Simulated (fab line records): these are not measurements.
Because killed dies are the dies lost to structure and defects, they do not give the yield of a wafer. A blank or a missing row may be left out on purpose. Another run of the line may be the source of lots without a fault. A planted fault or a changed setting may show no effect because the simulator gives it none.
fab line records	flow n5_finfet
record lots=5	wafers=15	last_day=16
route steps=1938 shown BEOL_M3@1001 BEOL_M4@1021 PASSIVATION@1936
lots that met no fault: taken from a fault-free run of the same line
start_h: start of the lot's first displayed wafer, in hours after the record's first day	wait_h: hours elapsed since this lot's preceding step	" unchanged from the row above	L1.1+2: several wafers, shown together as one row	- no value, or no start given	* or withheld: withheld	< > ~ a bound
route shown NAME@n: a module of which the file shows steps, and the number in the route of the first	usual: mean/standard deviation taken from wafers without a fault	same: alike in all rows	chamber/n: place in a boat	sites: the reading at each site	_std_site: the standard deviation of these	_edge_site: mean of outer sites minus mean of inner sites	radius_mm: how far each site lies from the wafer's centre	mask NAME#n: copy n	behind: the most recent tool/chamber to have shaped the wafer	hold: why the lot was held/for how many hours/how that ended	device: whichever transistor did not switch (one of n, p or np)	end of line: the tests these same wafers got at the end of their route	for a step that has no rows: nothing shown but its recipe	killed: dies lost to structure and defects at the first sort, not the wafer's yield	map: a wafer's dies, marking killed ones x, the rest . and places with no die _
set.NAME: the setting the step ran with; set.NAME@STEP: the setting that earlier step ran with	model.NAME: the simulator's own value behind a step, which no gauge read
lots at some steps of the route; a table a step, a row a wafer
services: from which hour (start_h, from the record's first day; less than 0 if before it) a tool's chamber was out of use, for how many hours, and why
## steps
# step N5_BEOL_M3_ANNEAL_87
# recipe temp_c=400	time_s=240	ambient=vacuum
# step N5_BEOL_M3_SPUTTER_88
# recipe material=Cu	target_thk_a=45	temp_c=-20	chamber_pressure_pa=0.07	power_w=withheld	time_s=8.29
# step N5_BEOL_M3_ANNEAL_89
# recipe temp_c=400	time_s=240	ambient=vacuum
# step N5_BEOL_M3_SPUTTER_90
# recipe material=Cu	target_thk_a=45	temp_c=-20	chamber_pressure_pa=0.07	power_w=withheld	time_s=8.29
# step N5_BEOL_M3_ANNEAL_91
# recipe temp_c=400	time_s=240	ambient=vacuum
# step N5_BEOL_M3_SPUTTER_92
# recipe material=Cu	target_thk_a=45	temp_c=-20	chamber_pressure_pa=0.07	power_w=withheld	time_s=8.29
# step N5_BEOL_M3_ANNEAL_93
# recipe temp_c=400	time_s=240	ambient=vacuum
# step N5_BEOL_M3_SPUTTER_94
# recipe material=Cu	target_thk_a=45	temp_c=-20	chamber_pressure_pa=0.07	power_w=withheld	time_s=8.29
# step N5_BEOL_M3_ANNEAL_95
# recipe temp_c=400	time_s=240	ambient=vacuum
# step N5_BEOL_M3_SPUTTER_96
# recipe material=Cu	target_thk_a=45	temp_c=-20	chamber_pressure_pa=0.07	power_w=withheld	time_s=8.29
# step N5_BEOL_M3_ECD_50
# recipe material=Cu	target_thk_a=3000
# step N5_BEOL_M3_ANNEAL_51
# recipe temp_c=225	time_s=90	ambient=N2
# step N5_BEOL_M3_CMP_52
# recipe stop_on=SiOC	t_overpolish_s=6.8	down_force_psi=1	platen_rpm=50	clearing_platen_down_force_psi=1.5	clearing_platen_rpm=50	post_cmp_clean=cu_alkaline	target_thk_nm=40	clearing_platen_pad_velocity_m_s=0.99484	pad_velocity_m_s=0.99484
# usual barrier_field_endpoint_s=24.6/0.61	head_pressure_psi=1.0001/0.0025	motor_current_A=6.3/0.63	overpolish_run_s=6.800/0.0082	slurry_filter_dp_kPa=13.50/0.14	time_to_endpoint_s=62.2/2.8
lot.wafer	tool	chamber	start_h	wait_h	barrier_field_endpoint_s	head_pressure_psi	motor_current_A	overpolish_run_s	slurry_filter_dp_kPa	time_to_endpoint_s
L227.1	cmp-02	1	195.61	0.3	24.4	0.9959	7.5	6.790	13.61	58.6
L227.2	"	2	"	"	24.6	0.9943	5.5	6.798	13.70	59.9
L227.4	"	3	"	"	24.6	0.9941	5.2	6.801	13.60	61.0
L230.4	cmp-02	2	211.80	0.1	25.2	1.0005	5.6	6.799	13.51	62.1
L230.1	"	3	"	"	24.4	1.0012	5.4	6.797	13.52	59.3
L230.3	"	1	"	"	24.4	1.0028	7.2	6.806	13.71	59.9
L232.2	cmp-02	1	214.61	0.2	23.1	1.0025	7.2	6.802	13.86	59.6
L232.3	"	2	"	"	24.1	1.0018	5.5	6.792	13.58	62.5
L232.4	"	0	"	"	24.2	0.9978	6.0	6.804	13.60	63.7
L236.4	cmp-02	3	251.50	0.1	23.6	0.9999	5.5	6.787	13.59	56.3
L236.3	"	1	"	"	24.2	1.0007	7.7	6.804	13.73	59.3
L236.6	"	0	"	"	24.6	0.9987	5.9	6.794	13.53	63.1
L238.3	cmp-01	0	259.79	0.2	24.5	1.0038	6.2	6.792	13.36	61.7
L238.1	"	1	"	"	24.9	0.9984	6.5	6.801	13.47	63.1
L238.6	"	2	"	"	24.7	1.0023	7.1	6.793	13.60	61.0
# step N5_BEOL_M3_PRE_CLEAN_60
# recipe gas=NH3/H2	time_s=15	temp_c=*	rf_power_w=300
# step N5_BEOL_M3_CO_CAP_55
# recipe material=Co	target_thk_a=20	temp_c=200	precursor=CCTBA/H2	pressure_torr=30	time_s=102.1
# step N5_BEOL_M3_PRE_CLEAN_56
# recipe gas=NH3	time_s=15	temp_c=withheld	rf_power_w=300
# step N5_BEOL_M3_DEP_57
# recipe material=SiCN	target_thk_a=80	temp_c=withheld	precursor=3MS/NH3	pressure_torr=3	rf_w=202	time_s=14
# step N5_BEOL_M3_INSPECT_59
# recipe inspect_instrument=darkfield	mode=post_dep
# usual raw_defect_count=68/25
lot.wafer	tool	chamber	start_h	wait_h	raw_defect_count
L227.1	defect_inspect-01	-	196.19	0.0	60
L227.2	"	-	"	"	63
L227.4	"	-	"	"	87
L230.1	defect_inspect-02	-	212.38	0.0	61
L230.3	"	-	"	"	508
L230.4	"	-	"	"	93
L232.2	defect_inspect-01	-	215.22	0.0	503
L232.3	"	-	"	"	71
L232.4	"	-	"	"	57
L236.3	defect_inspect-01	-	252.09	0.0	469
L236.4	"	-	"	"	57
L236.6	"	-	"	"	62
L238.1	defect_inspect-01	-	260.30	0.0	121
L238.3	"	-	"	"	78
L238.6	"	-	"	"	96
# step N5_BEOL_M4_ILD_DEP_00
# recipe material=SiOC	target_thk_a=790	temp_c=350	precursor=DEMS/O2	pressure_torr=5	rf_w=500	time_s=15.3
# step N5_BEOL_M4_PECVD_72
# recipe material=SiO2	target_thk_a=160	temp_c=400	precursor=TEOS/O2	pressure_torr=5.5	rf_w=450	teos_flow_sccm=53.8	gas=O2	flow_sccm=3000	time_s=18
# step N5_BEOL_M4_HM_DEP_02
# recipe material=TiN	target_thk_a=200	temp_c=25	chamber_pressure_pa=0.49996
# step N5_BEOL_M4_COAT_61
# recipe resist=SOC	temp_c=250	time_s=60	spin_rpm=1500	resist_thk_nm=60
# step N5_BEOL_M4_COAT_62
# recipe resist=SiARC	temp_c=220	time_s=60	spin_rpm=1500	resist_thk_nm=12
# step N5_BEOL_M4_COAT_73
# recipe resist=underlayer	temp_c=205	time_s=60	spin_rpm=1500	resist_thk_nm=5
# step N5_BEOL_M4_COAT_05
# recipe resist=CAR-EUV	spin_rpm=1500	resist_thk_nm=30
# step N5_BEOL_M4_EBR_07
# recipe solvent=PGMEA	ebr_width_mm=1.5
# step N5_BEOL_M4_SOFTBAKE_06
# recipe temp_c=110	time_s=60	resist=CAR-EUV
# step N5_BEOL_M4_EXPOSE_08
# recipe mask_id=M4	na=0.33	source_shape=dipole	sigma_inner=0.369	sigma_outer=0.767	polarization=unpolarized	dose_mj=41.25
# step N5_BEOL_M4_PEB_09
# recipe peb_temp_c=100	peb_time_s=60	resist=CAR-EUV
# step N5_BEOL_M4_DEVELOP_10
# recipe develop_time_s=30	developer=TMAH	resist=CAR-EUV	rinse_liquid=surfactant_rinse	dry=air_spin	dev_temp_c=23
# step N5_BEOL_M4_INSPECT_13
# recipe mode=adi	inspect_instrument=brightfield
# usual raw_defect_count=433/100
lot.wafer	tool	chamber	start_h	wait_h	raw_defect_count
L227.1	defect_inspect-02	-	198.99	0.1	350
L227.2	"	-	"	"	424
L227.4	"	-	"	"	332
L230.1	defect_inspect-01	-	214.78	0.1	554
L230.3	"	-	"	"	1154
L230.4	"	-	"	"	525
L232.2	defect_inspect-02	-	216.20	0.0	866
L232.3	"	-	"	"	453
L232.4	"	-	"	"	517
L236.3	defect_inspect-02	-	254.04	0.0	844
L236.4	"	-	"	"	458
L236.6	"	-	"	"	417
L238.1	defect_inspect-01	-	261.56	0.1	561
L238.3	"	-	"	"	570
L238.6	"	-	"	"	440
# step N5_BEOL_M4_DESCUM_16
# recipe chemistry=O2	time_s=7	source_power_w=50	bias_power_w=20	pressure_mtorr=20	rf_frequency_hz=2.712e+07	temp_c=40	resist=CAR-EUV	o2_flow_sccm=225
# step N5_BEOL_M4_ETCH_74
# recipe chemistry=N2/H2	target=underlayer	target_depth_a=65	mask_material=CAR-EUV	time_s=5.2	ion_energy_ev=200	pressure_mtorr=30	source_w=840	bias_w=150	n2_flow_sccm=200	h2_flow_sccm=200	ends=cleared
# step N5_BEOL_M4_ETCH_63
# recipe chemistry=CF4	target=SiARC	target_depth_a=156	mask_material=CAR-EUV	time_s=26	ion_energy_ev=80	pressure_mtorr=40	source_w=545	bias_w=36	Ar_flow_sccm=100	cf4_flow_sccm=100	ends=cleared
# step N5_BEOL_M4_ETCH_64
# recipe chemistry=N2/H2	target=SOC	target_depth_a=750	overetch_a=225	mask_material=SiARC	temp_c=40	time_s=121.9	ion_energy_ev=200	pressure_mtorr=30	source_w=840	bias_w=150	n2_flow_sccm=200	h2_flow_sccm=200
# step N5_BEOL_M4_STRIP_65
# recipe chemistry=N2/H2	temp_c=40	n2_flow_sccm=200	h2_flow_sccm=200	rf_frequency_hz=6e+07
# step N5_BEOL_M4_STRIP_75
# recipe chemistry=N2/H2	temp_c=40	n2_flow_sccm=200	h2_flow_sccm=200	rf_frequency_hz=6e+07
# step N5_BEOL_M4_INSPECT_30
# recipe mode=adi	inspect_instrument=brightfield
# usual raw_defect_count=451/110
lot.wafer	tool	chamber	start_h	wait_h	raw_defect_count
L227.1	defect_inspect-01	-	200.30	0.1	400
L227.2	"	-	"	"	475
L227.4	"	-	"	"	362
L230.1	defect_inspect-01	-	215.89	0.1	552
L230.3	"	-	"	"	1148
L230.4	"	-	"	"	570
L232.2	defect_inspect-01	-	217.21	0.0	927
L232.3	"	-	"	"	508
L232.4	"	-	"	"	580
L236.3	defect_inspect-01	-	254.91	0.0	896
L236.4	"	-	"	"	472
L236.6	"	-	"	"	469
L238.1	defect_inspect-01	-	262.55	0.1	545
L238.3	"	-	"	"	578
L238.6	"	-	"	"	465
# step N5_BEOL_M4_RC_MEAS_101
# usual DIBL_N=36.4/1.3	DIBL_P=36.5/1.7	IOFF_N=0.154/0.022	IOFF_P=0.202/0.025	ION_N=671/9.8	ION_P=460/6.8	SS_N=71.6/0.54	SS_P=73.4/0.58	VT_N=250.9/2.8	VT_P=-251.4/2.7
lot.wafer	tool	chamber	start_h	wait_h	DIBL_N[mV/V]	DIBL_P[mV/V]	IOFF_N[nA/um]	IOFF_P[nA/um]	ION_N[uA/um]	ION_P[uA/um]	SS_N[mV/dec]	SS_P[mV/dec]	VT_N[mV]	VT_P[mV]
L227.1	prober-02	0	204.81	0.0	37.7	37.5	0.182	0.241	695	472	71.4	73.5	246.7	-248.3
L227.2	"	0	"	"	35.8	35.2	0.151	0.192	668	463	70.9	73.4	249.6	-249.4
L227.4	"	0	"	"	37.0	36.3	0.168	0.210	681	465	70.9	73.1	247.7	-249.3
L230.1	prober-01	0	224.24	0.0	37.1	38.2	0.170	0.210	677	459	72.1	73.5	248.3	-252.3
L230.3	"	0	"	"	37.0	38.3	0.168	0.211	666	455	72.5	73.1	251.1	-252.3
L230.4	"	0	"	"	35.2	36.1	0.137	0.183	666	459	71.1	72.8	250.0	-251.6
L232.2	prober-02	0	228.47	0.2	35.5	35.4	0.131	0.175	662	455	70.8	72.9	251.4	-254.1
L232.3	"	0	"	"	36.2	36.6	0.145	0.188	664	455	72.4	72.8	251.6	-253.5
L232.4	"	0	"	"	37.1	37.8	0.162	0.208	674	457	71.9	73.6	248.3	-252.8
L236.3	prober-01	0	261.55	0.3	38.4	39.2	0.214	0.277	691	468	72.1	74.0	245.4	-247.7
L236.4	"	0	"	"	36.5	35.6	0.162	0.218	676	462	71.5	72.8	249.8	-249.8
L236.6	"	0	"	"	35.8	35.1	0.151	0.196	667	457	71.7	73.3	250.2	-249.2
L238.1	prober-01	0	268.26	0.0	36.6	37.4	0.153	0.212	674	459	71.7	73.6	252.2	-250.5
L238.3	"	0	"	"	35.0	34.5	0.117	0.174	641	448	71.2	72.7	256.2	-253.7
L238.6	"	0	"	"	37.1	36.2	0.148	0.200	662	452	72.0	73.3	255.1	-250.5
# step N5_PASSIVATION_PROBE_49
# usual defect_limited_yield=91.1/1.3	killed_at_M0_to_M3=34/10	killed_at_M4_up=14/5.7	killed_at_contacts=12/5.9	killed_at_front_end=41/12	killed_at_other=4/3.1	killed_dies=105/15	killed_on_rim=14/4.2	killed_open=69/11	killed_short=35/7.8	sort_bin_5_function=5.3/0.81	sort_bin_6_memory=3.3/0.75	sort_n_pass=1075/15	sort_yield_pct=91.1/1.3
# same gross_dies=1180	killed_at_back_side=0	sort_bin_4_leakage[%]=0	sort_bin_8_speed[%]=0
lot.wafer	tool	chamber	start_h	wait_h	defect_limited_yield[%]	killed_at_M0_to_M3	killed_at_M4_up	killed_at_contacts	killed_at_front_end	killed_at_other	killed_dies	killed_on_rim	killed_open	killed_short	sort_bin_5_function[%]	sort_bin_6_memory[%]	sort_n_pass	sort_yield_pct[%]
L230.3	prober-01	-	324.60	0.1	63.1	376	14	17	22	6	435	63	62	15	22.9	11.7	745	63.1
L232.2	prober-02	-	336.82	0.1	64.2	373	11	14	19	6	423	47	50	21	22.9	11.4	757	64.2
L232.3	prober-02	-	336.87	0.1	91.3	57	6	12	23	5	103	15	77	26	5.4	2.9	1077	91.3
L236.3	prober-02	-	368.59	0.5	65.4	368	8	7	23	2	408	59	43	22	20.8	11.4	772	65.4
# killed by level:class
L230.3 BEOL_M3:unspecified=352 MOL_CONTACT_COAG:geometric_particle:open=14 STI_FIN_REVEAL:geometric_particle:open=7 BEOL_M3:geometric_particle:open=6 BEOL_M0_SAQP:geometric_particle:short=4 BEOL_M2:geometric_particle:open=4 MOL_CONTACT_COAG:geometric_particle:short=3 BEOL_M0_SAQP:geometric_particle:open=3
L232.2 BEOL_M3:unspecified=350 MOL_CONTACT_COAG:geometric_particle:open=9 BEOL_M2:geometric_particle:open=9 MOL_CONTACT_COAG:geometric_particle:short=5 BEOL_M0_SAQP:geometric_particle:open=5 STI_FIN_REVEAL:geometric_particle:open=3 BEOL_M2:geometric_particle:short=3 BEOL_M4:geometric_particle:open=3
L232.3 BEOL_M2:geometric_particle:open=14 MOL_CONTACT_COAG:geometric_particle:open=12 BEOL_M3:geometric_particle:open=12 BEOL_M0_SAQP:geometric_particle:short=8 BEOL_M0_SAQP:geometric_particle:open=8 STI_FIN_REVEAL:geometric_particle:open=5 GATE_CUT:geometric_particle:open=5 BEOL_M1:geometric_particle:open=5
L236.3 BEOL_M3:unspecified=343 FIN_SAQP:geometric_particle:open=6 MOL_CONTACT_COAG:geometric_particle:open=6 BEOL_M0_SAQP:geometric_particle:short=6 BEOL_M1:geometric_particle:open=6 BEOL_M4:geometric_particle:open=6 GATE_CUT:geometric_particle:short=5 BEOL_M2:geometric_particle:open=5
# map L230.3 (x killed, . not)
_________________..xx..x.x.x.________________
______________.x.xx..x..x..xx..._____________
___________x..xxxx..xxx........x.xx__________
__________..xx.xxx.....xx....xx.x..._________
________......xx...x.xx.xx.xxx.x...x.._______
_______.x.x.....x.x.x...xxx..xxx.x.xxxx______
______.x....xx.x..xx...xxx.x..x..x......_____
_____x...x.x.....x...xxx.....xx.xx.x....x____
____..x.x.x...x.xx...x..xxx.......x.....xx___
___.x..x....x..xx...xx...xx..x......x...x.x__
___xxxx.....x....x..x..x..x.......x.xx....x__
__x..x..xx....x.x.x....xx..x.xx..x..xx.x...._
__x..x.xx..xxxx.x.x....x.....xxx..xx.x.x..x._
_x....xxx..x.xx..............x....xx..xx..x..
_xx.x....x......x.x.x.x.........xx..x.x.xx...
_x...x...x...x..xxx.....x........x......x.x..
_...xx.x...xx.....xxx....xxxx.....x..x..xxxxx
_..x.xxxx....x..x.x...........x..xx..xx.x....
_xxx.xxx.x..xx..xx..xx..xx..xx.x....x.x.x.xx.
_..x...x.x.x.xx.x..x....xx.x..xxx...x.....xx.
_x.x........x..xx.x.x.x.......xx.....x..x...x
__xx...x.x..xx..x.xx.....x...xx...x.....x.x._
__xxxxxxxx...xxxx..xxx..x.......xxxx.x......_
___..xxxx......x.x......x...x...x...xx..x.x__
___..xx.x..x..x.x....x............x.x.x.xxx__
____....x.x....x..x..........x...x....x...___
_____..x.xx.x..x....x.xxxx.x..x.x..xx....____
______x.......x..x.........x.x...x.x.xx._____
_______xx.x.....x.x.x.x......x.x.x..xx.______
________xxx.x.x.xxx..x...x.x...xxxxx.._______
__________x....xx..x.xxx.x....x.x.xx_________
___________..x.x.......x..xx....xxx__________
______________..x.xxx....x....x._____________
_________________xx...x.x....________________
# map L232.2 (x killed, . not)
_________________....x...x.xx________________
______________x.x.x....x........_____________
___________..x.x...x...x..x..x...xx__________
__________..x..x....x...xx.x.x.....x_________
________.....x.x.xxx..xx.......x..xxx._______
_______xx....x.xxx....x....x.xxx.......______
______.xx......x........x.x...x...x....._____
_____..x.......xxxxx.xx..xxxxx....x.xxx..____
____xx...xxx...x.x..xx....xx...xx........x___
___...x...x.x.x..x..xx..x...x..x...xxx...xx__
___x..x..xx......xxx..x..x..x.xxx.xx.x.....__
__x.....x..x..x.xx.........xx..xx...x......._
__x..xxx..x....xx......xx..x.x..x.xx..x.x..._
_.x..xx....xx.....x..x...x.....x..x.xxx.x....
_.x....xx..........x...xxx..xxx.xx...xx.x.x..
_...x.xxx..xx............xx....x..xx..xx.x...
_..xx.xxxxx...x..xx..x...x..xx.....x.x...x..x
_...x...x.x....xx.x.x..x...xxxxx.xx.xx.......
_x...x...x.xx.x.x.xx....x.....x.x..x....xxx..
_..xx.xx...x.x...xx.......xx.x..xx.xxxxxxx.x.
_x.x.x.x...xx.x..x.xx.xx..x.x.....x.xxx..x...
__x.x.x.xx.x..xx.x...x.x......xxx..x.xx....._
__....xx.xx.x....xxx..xx........xxx....x...._
___..............xx.x...xx........x.x.....x__
___..xx.xx..x....x.xxx.....xx.x...x.x.x..x.__
____.x.....xx..xx..x...xx..x..x.x.x..x.xxx___
_____.x......x.xx.xx....x...x.x.xx.......____
______xx......xx.x....xx.x..xx.xx...xxx._____
_______x..x..xxxx....xx.....x.x.....x..______
________...x..x..xxx......x...xxxx.x.._______
__________x...xx........x.xx.xxxx.x._________
___________x...xx..xx.xxx.......xx.__________
______________.x..xx..x........._____________
_________________x...x.......________________
## services
tool	chamber	start_h	hours	kind
cmp-01	-	189.30	1.0	repair
cmp-02	-	201.67	0.3	repair
cmp-01	-	245.32	0.2	repair
cmp-02	-	248.33	0.2	repair
## key
first_sign step=N5_BEOL_M3_INSPECT_59	reading=raw_defect_count	direction=up	sigmas=17	usual=68	struck=493
effect step=N5_BEOL_M4_INSPECT_13	reading=raw_defect_count	direction=up	sigmas=5.1	usual=433	struck=955
effect step=N5_BEOL_M4_INSPECT_30	reading=raw_defect_count	direction=up	sigmas=5.1	usual=451	struck=990
effect step=N5_PASSIVATION_PROBE_49	reading=killed_at_M0_to_M3	direction=up	sigmas=34	usual=34	struck=372
more_kills_born_at N5_BEOL_M3_CMP_52@cmp-02=1045
met_at N5_BEOL_M3_CMP_52
struck_wafers L230.3,L232.2,L236.3
onset_between 195.61 211.80
fault kind=chamber_particle_source	tool=cmp-02	chamber=1	onset_h=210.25	steps=N5_BEOL_M3_CMP_52	rate_per_visit_cm2=0.67955	end_h=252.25
